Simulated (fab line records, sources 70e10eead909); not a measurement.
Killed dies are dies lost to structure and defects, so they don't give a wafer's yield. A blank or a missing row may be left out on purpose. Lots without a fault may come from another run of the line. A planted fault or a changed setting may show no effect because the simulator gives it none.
fab line records | flow nand_harc
record lots=6 wafers=18 last_day=34
route steps=1302 shown A_DECK1_JOINT@539 A_ONON_D2@545 END@1302
lots that met no fault: from a run of the same line without faults
start_h: hours from the record's first day to the start of the lot's first wafer shown | wait_h: hours since the lot's step before | " the same as in the row above | L1.1+2: a row that stands for several wafers | - no value, or no start given | * or withheld: withheld | < > ~ a bound
route shown NAME@n: a module of which the file shows steps, and the number in the route of the first | usual: mean/standard deviation of fault-free wafers | same: alike in all rows | chamber/n: place in a boat | sites: the reading at each site | _std_site: their standard deviation | _edge_site: outer sites' mean less inner sites' | radius_mm: how far each site lies from the wafer's centre | mask NAME#n: copy n | behind: the tool/chamber that last shaped the wafer | hold: why the lot was held/for how many hours/how that ended | device: the transistor (n, p or np) that didn't switch | end of line: the same wafers' tests at the end of the route | a step without rows: its recipe alone | killed: dies lost to structure and defects at the first sort, not the wafer's yield | map: a wafer's dies, x killed, . not, _ none there
set.NAME: the setting as run; set.NAME@STEP: as run at that earlier step | model.NAME: the simulator's own value behind a step, which no gauge read
lots at some steps of the route; a table a step, a row a wafer
services: from which hour (start_h, from the record's first day; less than 0 if before it) a tool's chamber was out of use, for how many hours, and why
## steps
# step NHARC_A_DECK1_JOINT_CMP_02
# recipe material=SiOx
# usual motor_current_A=10.8/1.1
# columns lot.wafer tool chamber start_h wait_h motor_current_A
L730.2 cmp-02 2 285.51 0.4 11.3
L730.6 " 3 " " 13.1
L730.5 " 0 " " 12.4
L735.1 cmp-01 2 326.24 0.4 10.9
L735.2 " 0 " " 10.9
L735.6 " 2 " " 11.1
L737.4 cmp-01 0 357.77 0.4 10.7
L737.2 " 1 " " 10.1
L737.3 " 3 " " 10.7
L741.3 cmp-04 1 386.75 0.4 9.4
L741.1 " 3 " " 11.5
L741.5 " 2 " " 11.2
L750.3 cmp-04 0 499.85 0.4 10.1
L750.1 " 3 " " 12.1
L750.6 " 1 " " 9.5
L752.1 cmp-01 1 512.65 0.4 10.1
L752.3 " 3 " " 10.3
L752.5 " 0 " " 10.8
# step NHARC_A_DECK1_JOINT_SRD_15
# step NHARC_A_DECK1_JOINT_DEP_16
# recipe target_thk_a=450 temp_c=400 pressure_torr=6.5 rf_w=900 teos_flow_sccm=161.4 flow_sccm=2650 target_thk_nm=45 gas=O2 material=SiO2
# usual heater_power_w=527/87 susceptor_temp_C=399.98/0.22 throttle_valve_pct=15.9/0.61
# columns lot.wafer tool chamber start_h wait_h heater_power_w since_wet_clean_h susceptor_temp_C throttle_valve_pct
L730.2 pecvd-04 2 285.88 0.1 516 4 399.68 16.1
L730.5 " 1 " " 464 - 399.96 16.2
L730.6 " 2 " " 503 - 400.11 15.7
L735.2 pecvd-04 0 326.63 0.1 511 44 399.79 16.5
L735.1 " 1 " " 483 44 399.89 16.2
L735.6 " 2 " " 499 - 400.28 16.1
L737.2 pecvd-04 0 358.17 0.1 599 76 399.88 16.0
L737.4 " 0 " " 589 - 400.28 16.3
L737.3 " 2 " " 448 - 400.28 16.2
L741.3 pecvd-01 2 387.17 0.1 473 63 400.11 14.8
L741.1 " 0 " " 565 63 399.70 16.9
L741.5 " 1 " " 485 - 400.04 15.7
L750.1 pecvd-03 1 500.25 0.1 819 121 399.72 16.0
L750.3 " 0 " " 424 121 400.40 15.2
L750.6 " 1 " " 811 - 399.93 15.9
L752.3 pecvd-04 0 513.02 0.1 582 50 400.29 15.2
L752.1 " 1 " " 395 50 400.01 16.9
L752.5 " 1 " " 401 - 400.15 17.0
# step NHARC_A_DECK1_JOINT_THK_MEAS_17
# recipe thk_meas_gauge=ellipsometry
# usual thk_nm=45.2/1.3
# columns lot.wafer tool chamber start_h wait_h thk_nm
L730.2 film_metro-02 - 286.10 0.2 46.6
L730.5 " - " " 47.0
L730.6 " - " " 46.7
L735.1 film_metro-01 - 326.91 0.2 44.3
L735.2 " - " " 45.3
L735.6 " - " " 45.9
L737.2 film_metro-02 - 358.53 0.3 44.7
L737.3 " - " " 44.4
L737.4 " - " " 43.9
L741.1 film_metro-01 - 387.43 0.2 43.5
L741.3 " - " " 44.1
L741.5 " - " " 42.7
L750.1 film_metro-01 - 500.53 0.3 44.3
L750.3 " - " " 44.8
L750.6 " - " " 45.2
L752.1 film_metro-02 - 513.30 0.2 45.2
L752.3 " - " " 46.3
L752.5 " - " " 46.0
# step NHARC_A_DECK1_JOINT_INSPECT_05
# usual raw_defect_count=352/190
# columns lot.wafer tool chamber start_h wait_h raw_defect_count
L730.2 defect_inspect-01 - 286.14 0.0 200
L730.5 " - " " 256
L730.6 " - " " 323
L735.1 defect_inspect-01 - 326.94 0.0 129
L735.2 " - " " 105
L735.6 " - " " 166
L737.2 defect_inspect-01 - 358.57 0.0 266
L737.3 " - " " 514
L737.4 " - " " 265
L741.1 defect_inspect-02 - 387.46 0.0 1043
L741.3 " - " " 874
L741.5 " - " " 1037
L750.1 defect_inspect-01 - 500.56 0.0 341
L750.3 " - " " 485
L750.6 " - " " 352
L752.1 defect_inspect-01 - 513.33 0.0 220
L752.3 " - " " 326
L752.5 " - " " 279
# step NHARC_A_ONON_D2_DEP_00
# recipe target_thk_a=10000 n2_flow_sccm=2750 n2o_flow_sccm=2000 nh3_flow_sccm=500 sih4_flow_sccm=210 temp_c=400
# step NHARC_A_ONON_D2_THK_MEAS_02
# recipe thk_meas_gauge=ellipsometry
# usual thk_nm=1002/10
# columns lot.wafer tool chamber start_h wait_h thk_nm
L730.2 film_metro-01 - 286.71 - 1008
L730.5 " - " " 1007
L730.6 " - " " 1009
L735.1 film_metro-01 - 327.52 - 1004
L735.2 " - " " 1004
L735.6 " - " " 1005
L737.2 film_metro-02 - 359.15 - 1011
L737.3 " - " " 1011
L737.4 " - " " 1011
L741.1 film_metro-01 - 388.04 - 1003
L741.3 " - " " 1004
L741.5 " - " " 1002
L750.1 film_metro-02 - 501.14 - 977
L750.3 " - " " 976
L750.6 " - " " 979
L752.1 film_metro-02 - 513.91 - 1001
L752.3 " - " " 1000
L752.5 " - " " 1002
# step NHARC_A_ONON_D2_DEP_03
# recipe target_thk_a=10000 n2_flow_sccm=2750 n2o_flow_sccm=2000 nh3_flow_sccm=500 sih4_flow_sccm=210 temp_c=400
# step NHARC_A_ONON_D2_THK_MEAS_05
# recipe thk_meas_gauge=ellipsometry
# usual thk_nm=998/10
# columns lot.wafer tool chamber start_h wait_h thk_nm
L730.2 film_metro-01 - 287.28 - 1013
L730.5 " - " " 1012
L730.6 " - " " 1011
L735.1 film_metro-02 - 328.09 - 997
L735.2 " - " " 996
L735.6 " - " " 997
L737.2 film_metro-02 - 359.71 - 1012
L737.3 " - " " 1012
L737.4 " - " " 1011
L741.1 film_metro-01 - 388.61 - 1006
L741.3 " - " " 1007
L741.5 " - " " 1008
L750.1 film_metro-02 - 501.71 - 995
L750.3 " - " " 995
L750.6 " - " " 994
L752.1 film_metro-01 - 514.47 - 992
L752.3 " - " " 992
L752.5 " - " " 992
# step NHARC_A_ONON_D2_DEP_06
# recipe target_thk_a=10000 n2_flow_sccm=2750 n2o_flow_sccm=2000 nh3_flow_sccm=500 sih4_flow_sccm=210 temp_c=400
# step NHARC_A_ONON_D2_THK_MEAS_08
# recipe thk_meas_gauge=ellipsometry
# usual thk_nm=997/8.5
# columns lot.wafer tool chamber start_h wait_h thk_nm
L730.2 film_metro-01 - 287.85 - 976
L730.5 " - " " 975
L730.6 " - " " 975
L735.1 film_metro-02 - 328.66 - 1004
L735.2 " - " " 1005
L735.6 " - " " 1005
L737.2 film_metro-01 - 360.27 - 998
L737.3 " - " " 1000
L737.4 " - " " 1000
L741.1 film_metro-02 - 389.18 - 1008
L741.3 " - " " 1008
L741.5 " - " " 1008
L750.1 film_metro-02 - 502.28 - 994
L750.3 " - " " 995
L750.6 " - " " 996
L752.1 film_metro-01 - 515.04 - 1007
L752.3 " - " " 1009
L752.5 " - " " 1007
# step NHARC_A_ONON_D2_DEP_09
# recipe target_thk_a=10000 n2_flow_sccm=2750 n2o_flow_sccm=2000 nh3_flow_sccm=500 sih4_flow_sccm=210 temp_c=400
# usual n2_flow_sccm=2748/7.3 nh3_flow_sccm=499.7/1.4 susceptor_temp_C=400.03/0.21
# columns lot.wafer tool chamber start_h wait_h n2_flow_sccm nh3_flow_sccm susceptor_temp_C
L730.2 pecvd_onon-01 0 287.96 0.1 2750 501.0 400.09
L730.5 " 0 " " 2750 501.3 399.62
L730.6 " 0 " " 2737 500.7 399.55
L735.1 pecvd_onon-02 0 328.72 0.1 2737 497.5 399.85
L735.2 " 0 " " 2740 498.0 400.18
L735.6 " 0 " " 2735 499.1 399.97
L737.2 pecvd_onon-03 0 360.39 0.1 2735 499.6 400.09
L737.3 " 0 " " 2759 502.0 400.03
L737.4 " 0 " " 2754 499.9 400.23
L741.1 pecvd_onon-03 0 389.24 0.1 2753 498.8 399.72
L741.3 " 0 " " 2759 496.8 399.98
L741.5 " 0 " " 2759 496.2 399.96
L750.1 pecvd_onon-03 0 502.33 0.1 2754 500.3 400.33
L750.3 " 0 " " 2758 500.6 400.10
L750.6 " 0 " " 2765 499.3 400.01
L752.1 pecvd_onon-03 0 515.09 0.1 2752 501.0 400.09
L752.3 " 0 " " 2747 500.7 400.05
L752.5 " 0 " " 2753 500.4 400.15
# step NHARC_A_ONON_D2_THK_MEAS_11
# recipe thk_meas_gauge=ellipsometry
# usual thk_nm=1001/11
# columns lot.wafer tool chamber start_h wait_h hold thk_nm
L730.2 film_metro-02 - 288.42 - - 1002
L730.5 " - " " - 1000
L730.6 " - " " - 1000
L735.1 film_metro-02 - 329.22 - - 981
L735.2 " - " " - 979
L735.6 " - " " - 981
L737.2 film_metro-01 - 360.84 - - 1000
L737.3 " - " " - 999
L737.4 " - " " - 1000
L741.1 film_metro-01 - 389.74 - - 1015
L741.3 " - " " - 1015
L741.5 " - " " - 1016
L750.1 film_metro-02 - 502.85 - await_dispo/0.2h/release 1418
L750.3 " - " " await_dispo/0.2h/release 1419
L750.6 " - " " await_dispo/0.2h/release 1421
L750.1 film_metro-02 - 503.02 0.2 - 1420
L750.3 " - " " - 1420
L750.6 " - " " - 1418
L752.1 film_metro-01 - 515.60 - await_dispo/0.2h/release 1419
L752.3 " - " " await_dispo/0.2h/release 1420
L752.5 " - " " await_dispo/0.2h/release 1418
L752.1 film_metro-01 - 515.77 0.2 - 1418
L752.3 " - " " - 1421
L752.5 " - " " - 1420
# step NHARC_END_SORT_01
# recipe temp_c=25
# usual killed_at_array=56/21 killed_at_other=1.2/1.6 killed_at_periphery=3.7/2.5 killed_dies=61/21 killed_open=3.1/1.8 killed_short=2.8/1.7
# same gross_dies=677
# columns lot.wafer tool chamber start_h wait_h hold killed_at_array killed_at_other killed_at_periphery killed_dies killed_open killed_short
L737.2 prober-02 0 653.45 2.8 - 53 0 4 57 4 3
L737.3 prober-02 0 654.25 3.1 - 57 2 2 61 1 2
L737.4 prober-02 0 655.05 3.4 - 76 1 1 78 4 3
L741.1 prober-01 0 690.44 2.5 - 42 0 8 50 3 1
L741.3 prober-01 0 692.05 3.1 - 43 0 10 53 2 7
L741.5 prober-01 0 693.67 3.7 - 36 1 1 38 1 4
L750.1 prober-02 0 772.46 2.5 await_dispo/6.4h/scrap 673 1 3 677 1 4
L750.3 prober-02 0 774.03 3.1 await_dispo/6.4h/scrap 673 0 4 677 4 2
L750.6 prober-02 0 776.40 3.9 await_dispo/6.4h/scrap 675 1 1 677 0 2
L752.1 prober-01 0 805.01 2.5 await_dispo/1.6h/scrap 674 0 3 677 3 1
L752.3 prober-01 0 806.62 3.1 await_dispo/1.6h/scrap 668 3 6 677 3 2
L752.5 prober-01 0 808.23 3.7 await_dispo/1.6h/scrap 673 1 3 677 3 5
# killed by level:class
L737.2 A_CHANNEL_HOLE_D1:chamber_film_flake=31 A_CHANNEL_HOLE_D2:chamber_film_flake=7 A_CONTACT:chamber_film_flake=7 A_M1:chamber_film_flake=3 P_M0:geometric_particle:open=2 P_STI:geometric_particle:open=1 P_CONTACT:geometric_particle:open=1 A_CHANNEL_FILL_D1:geometric_particle:short=1
L737.3 A_CHANNEL_HOLE_D1:chamber_film_flake=35 A_CHANNEL_HOLE_D2:chamber_film_flake=8 A_CONTACT:chamber_film_flake=6 A_STAIRCASE:chamber_film_flake=2 THIN_TSV:chamber_film_flake=2 A_DECK1_JOINT:geometric_particle:open=1 A_ONON_D2:geometric_particle:short=1 A_CHANNEL_FILL_D2:geometric_particle:short=1
L737.4 A_CHANNEL_HOLE_D1:chamber_film_flake=32 A_CHANNEL_HOLE_D2:chamber_film_flake=15 A_CONTACT:chamber_film_flake=10 A_DECK1_JOINT:chamber_film_flake=5 A_M1:chamber_film_flake=4 A_SLIT:chamber_film_flake=2 P_M1:geometric_particle:short=1 A_ONON_D1:geometric_particle:open=1
L741.1 A_CHANNEL_HOLE_D2:chamber_film_flake=16 A_CHANNEL_HOLE_D1:chamber_film_flake=7 P_BONDPAD:chamber_film_flake=5 A_BLC:chamber_film_flake=5 A_CONTACT:chamber_film_flake=4 A_SLIT:chamber_film_flake=3 P_CONTACT:geometric_particle:open=1 A_ONON_D1:geometric_particle:open=1
L741.3 A_CHANNEL_HOLE_D2:chamber_film_flake=15 P_BONDPAD:chamber_film_flake=7 A_CONTACT:chamber_film_flake=5 A_CHANNEL_HOLE_D1:chamber_film_flake=4 A_BLC:chamber_film_flake=4 A_ONON_D1:geometric_particle:short=3 A_CHANNEL_FILL_D2:chamber_film_flake=3 P_STI:chamber_film_flake=2
L741.5 A_CHANNEL_HOLE_D2:chamber_film_flake=24 A_CHANNEL_HOLE_D1:chamber_film_flake=2 A_SLIT:chamber_film_flake=2 A_BLC:chamber_film_flake=2 P_M0:geometric_particle:short=1 A_CHANNEL_FILL_D1:geometric_particle:short=1 A_CHANNEL_FILL_D2:geometric_particle:short=1 A_BLC:geometric_particle:open=1
L750.1 A_ONON_D2:area_dep=625 A_SLIT:chamber_film_flake=25 A_CHANNEL_HOLE_D1:chamber_film_flake=13 A_CONTACT:chamber_film_flake=4 P_M2:geometric_particle:short=1 A_DECK1_JOINT:geometric_particle:short=1 A_CHANNEL_HOLE_D2:geometric_particle:short=1 A_WL_FILL:geometric_particle:short=1
L750.3 A_ONON_D2:area_dep=609 A_SLIT:chamber_film_flake=30 A_CHANNEL_HOLE_D1:chamber_film_flake=17 A_SGD_CUT:chamber_film_flake=4 A_ZERO_WELL:chamber_film_flake=2 A_STAIRCASE:chamber_film_flake=2 A_WL_FILL:chamber_film_flake=2 A_CONTACT:chamber_film_flake=2
L750.6 A_ONON_D2:area_dep=615 A_SLIT:chamber_film_flake=34 A_CHANNEL_HOLE_D1:chamber_film_flake=15 A_SGD_CUT:chamber_film_flake=5 A_WL_FILL:chamber_film_flake=2 P_M1:geometric_particle:short=1 A_ONON_D1:geometric_particle:short=1 A_CHANNEL_HOLE_D2:chamber_film_flake=1
L752.1 A_ONON_D2:area_dep=657 A_SLIT:chamber_film_flake=8 A_CHANNEL_HOLE_D2:chamber_film_flake=2 A_STAIRCASE:chamber_film_flake=2 A_CONTACT:chamber_film_flake=2 P_CONTACT:geometric_particle:short=1 P_M1:geometric_particle:open=1 A_SOURCE_PLATE:geometric_particle:open=1
L752.3 A_ONON_D2:area_dep=646 A_SLIT:chamber_film_flake=10 P_GATE:chamber_film_flake=5 A_CONTACT:chamber_film_flake=5 THIN_TSV:chamber_film_flake=3 A_STAIRCASE:chamber_film_flake=2 P_CONTACT:geometric_particle:open=1 A_CHANNEL_FILL_D1:geometric_particle:short=1
L752.5 A_ONON_D2:area_dep=652 A_SLIT:chamber_film_flake=8 A_CONTACT:chamber_film_flake=3 A_WL_FILL:geometric_particle:short=2 A_CHANNEL_HOLE_D1:chamber_film_flake=2 P_STI:geometric_particle:short=1 P_CONTACT:geometric_particle:open=1 A_SOURCE_PLATE:geometric_particle:short=1
# map L750.1 (x killed, . not)
____________x____________
_________xxxxxxx_________
_______xxxxxxxxxxx_______
______xxxxxxxxxxxxx______
_____xxxxxxxxxxxxxxx_____
____xxxxxxxxxxxxxxxxx____
____xxxxxxxxxxxxxxxxx____
___xxxxxxxxxxxxxxxxxxx___
___xxxxxxxxxxxxxxxxxxx___
__xxxxxxxxxxxxxxxxxxxxx__
__xxxxxxxxxxxxxxxxxxxxx__
_xxxxxxxxxxxxxxxxxxxxxxx_
_xxxxxxxxxxxxxxxxxxxxxxx_
_xxxxxxxxxxxxxxxxxxxxxxx_
_xxxxxxxxxxxxxxxxxxxxxxx_
_xxxxxxxxxxxxxxxxxxxxxxx_
xxxxxxxxxxxxxxxxxxxxxxxxx
xxxxxxxxxxxxxxxxxxxxxxxxx
xxxxxxxxxxxxxxxxxxxxxxxxx
xxxxxxxxxxxxxxxxxxxxxxxxx
xxxxxxxxxxxxxxxxxxxxxxxxx
_xxxxxxxxxxxxxxxxxxxxxxx_
_xxxxxxxxxxxxxxxxxxxxxxx_
_xxxxxxxxxxxxxxxxxxxxxxx_
_xxxxxxxxxxxxxxxxxxxxxxx_
_xxxxxxxxxxxxxxxxxxxxxxx_
__xxxxxxxxxxxxxxxxxxxxx__
__xxxxxxxxxxxxxxxxxxxxx__
___xxxxxxxxxxxxxxxxxxx___
___xxxxxxxxxxxxxxxxxxx___
____xxxxxxxxxxxxxxxxx____
____xxxxxxxxxxxxxxxxx____
_____xxxxxxxxxxxxxxx_____
______xxxxxxxxxxxxx______
_______xxxxxxxxxxx_______
_________xxxxxxx_________
____________x____________
# map L752.1 (x killed, . not)
____________x____________
_________xxxxxxx_________
_______xxxxxxxxxxx_______
______xxxxxxxxxxxxx______
_____xxxxxxxxxxxxxxx_____
____xxxxxxxxxxxxxxxxx____
____xxxxxxxxxxxxxxxxx____
___xxxxxxxxxxxxxxxxxxx___
___xxxxxxxxxxxxxxxxxxx___
__xxxxxxxxxxxxxxxxxxxxx__
__xxxxxxxxxxxxxxxxxxxxx__
_xxxxxxxxxxxxxxxxxxxxxxx_
_xxxxxxxxxxxxxxxxxxxxxxx_
_xxxxxxxxxxxxxxxxxxxxxxx_
_xxxxxxxxxxxxxxxxxxxxxxx_
_xxxxxxxxxxxxxxxxxxxxxxx_
xxxxxxxxxxxxxxxxxxxxxxxxx
xxxxxxxxxxxxxxxxxxxxxxxxx
xxxxxxxxxxxxxxxxxxxxxxxxx
xxxxxxxxxxxxxxxxxxxxxxxxx
xxxxxxxxxxxxxxxxxxxxxxxxx
_xxxxxxxxxxxxxxxxxxxxxxx_
_xxxxxxxxxxxxxxxxxxxxxxx_
_xxxxxxxxxxxxxxxxxxxxxxx_
_xxxxxxxxxxxxxxxxxxxxxxx_
_xxxxxxxxxxxxxxxxxxxxxxx_
__xxxxxxxxxxxxxxxxxxxxx__
__xxxxxxxxxxxxxxxxxxxxx__
___xxxxxxxxxxxxxxxxxxx___
___xxxxxxxxxxxxxxxxxxx___
____xxxxxxxxxxxxxxxxx____
____xxxxxxxxxxxxxxxxx____
_____xxxxxxxxxxxxxxx_____
______xxxxxxxxxxxxx______
_______xxxxxxxxxxx_______
_________xxxxxxx_________
____________x____________
## services
# columns tool chamber start_h hours kind
cmp-02 - 268.07 1.0 repair
pecvd_onon-01 - 269.07 13.0 pm
pecvd-04 - 269.21 13.0 pm
cmp-01 - 283.53 4.0 pm
cmp-04 - 307.33 4.0 pm
pecvd-01 - 311.00 13.0 pm
cmp-02 - 330.50 4.0 pm
pecvd-04 - 344.28 4.8 repair
cmp-01 - 350.70 0.3 repair
pecvd-01 2 358.90 8.7 repair
cmp-02 - 361.87 0.5 repair
cmp-01 - 368.54 3.5 repair
cmp-01 - 381.53 4.0 pm
cmp-04 - 402.77 0.5 repair
cmp-04 - 405.33 4.0 pm
pecvd_onon-03 - 408.00 13.0 pm
cmp-04 - 446.31 0.8 repair
pecvd-04 - 450.21 13.0 pm
cmp-04 - 462.84 0.7 repair
cmp-01 - 464.37 0.7 repair
cmp-04 - 465.44 0.4 repair
cmp-01 - 479.53 4.0 pm
pecvd-04 - 502.11 2.8 repair
cmp-04 - 503.33 4.0 pm
## key
first_sign step=NHARC_A_ONON_D2_THK_MEAS_11 reading=visit direction=added
effect step=NHARC_A_ONON_D2_THK_MEAS_11 reading=thk_nm direction=up sigmas=38 usual=1001 struck=1419
effect step=NHARC_END_SORT_01 reading=killed_at_array direction=up sigmas=29 usual=56 struck=673
more_kills_born_at NHARC_A_ONON_D2_DEP_09@pecvd_onon-03=3804
met_at NHARC_A_ONON_D2_DEP_09
struck_wafers L750.1,L750.3,L750.6,L752.1,L752.3,L752.5
later_rows_left_out L750.1,L750.3,L750.6,L752.1,L752.3,L752.5
tester_left_out L750,L752
onset_between 389.24 502.33
also_fits time
fault kind=process_parameter_drift tool=pecvd_onon-03 chamber=0 onset_h=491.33 steps=NHARC_A_ONON_D2_DEP_09 channel=target_thk_a offset=* shape=step end_h=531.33 acts_in=* stated=*
# tester_left_out: of these lots the tester's yield and bins aren't shown, on N5 and GAA mostly nor the transistor test; their killed dies are dies lost to structure and defects alone, not to doping, threshold or leakage, so they don't give the yield
# later_rows_left_out: the simulator's readings of these wafers behind a module that went badly wrong aren't trusted and aren't shown, but for the sort
